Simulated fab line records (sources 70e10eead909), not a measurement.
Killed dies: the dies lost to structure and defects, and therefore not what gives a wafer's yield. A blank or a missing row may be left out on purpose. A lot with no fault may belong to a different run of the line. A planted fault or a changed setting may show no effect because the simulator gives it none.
Matching of chambers ; flow nand-harc ; NHARC_A_M0_PRE_CLEAN_31 on pecvd-02 has 3 sister chambers
The step time 12 s. 30 wafers are shown with their chamber, then 12 later ones without.

## WAFERS WITH THEIR CHAMBER
wafer;chamber;heater-power-w (W)
L075.1;2;673
L075.2;0;697
L075.6;2;678
L078.1;2;783
L078.2;1;558
L078.6;1;554
L074.3;2;751
L074.4;2;725
L074.5;1;613
L081.1;0;759
L081.2;1;610
L081.4;2;770
L080.2;2;770
L080.3;0;654
L080.4;0;651
L085.1;2;670
L085.2;1;569
L085.5;2;668
L086.2;2;741
L086.3;1;562
L086.5;1;567
L087.2;1;618
L087.5;2;724
L087.6;0;718
L088.2;0;684
L088.3;1;608
L088.5;1;613
L093.2;1;545
L093.4;1;550
L093.5;1;548

SIGNATURES (means of the wafers above)
reading;chamber 0;chamber 1;chamber 2;scatter within a chamber
heater-power-w;693.83;578.08;723.00;37.5
Rule: for each reading, subtract the chamber's mean from the wafer's reading, divide by that reading's scatter and square the result; add these up over the readings and take the root, which gives the wafer's distance from the chamber. The wafer belongs to the nearest chamber; if the next one is less than 2 further off, it can't be placed. The scatter: take each reading less its chamber's mean, square it, sum over the shown wafers, divide by the number of wafers less the number of chambers, and take the root.

## WAFERS WHOSE CHAMBER IS MISSING
wafer;heater-power-w (W)
L095.1;726
L095.3;643
L095.5;642
L096.1;624
L096.3;810
L096.4;790
L094.1;756
L094.3;673
L094.4;750
L097.3;721
L097.4;739
L097.6;643

## CHAMBER TAKEN BY EACH
wafer;from the rows above;in truth
L095.1;can't be placed: 2 or 0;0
L095.3;can't be placed: 0 or 1 or 2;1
L095.5;can't be placed: 0 or 1 or 2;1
L096.1;can't be placed: 1 or 0 or 2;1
L096.3;can't be placed: 2 or 0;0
L096.4;can't be placed: 2 or 0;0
L094.1;can't be placed: 2 or 0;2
L094.3;can't be placed: 0 or 2 or 1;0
L094.4;can't be placed: 2 or 0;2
L097.3;can't be placed: 2 or 0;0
L097.4;can't be placed: 2 or 0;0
L097.6;can't be placed: 0 or 1 or 2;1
Placed correctly: 0 of 12. Cannot be placed on the basis of these rows: 12; the candidates contain the true chamber in 12. Placed wrongly: 0.
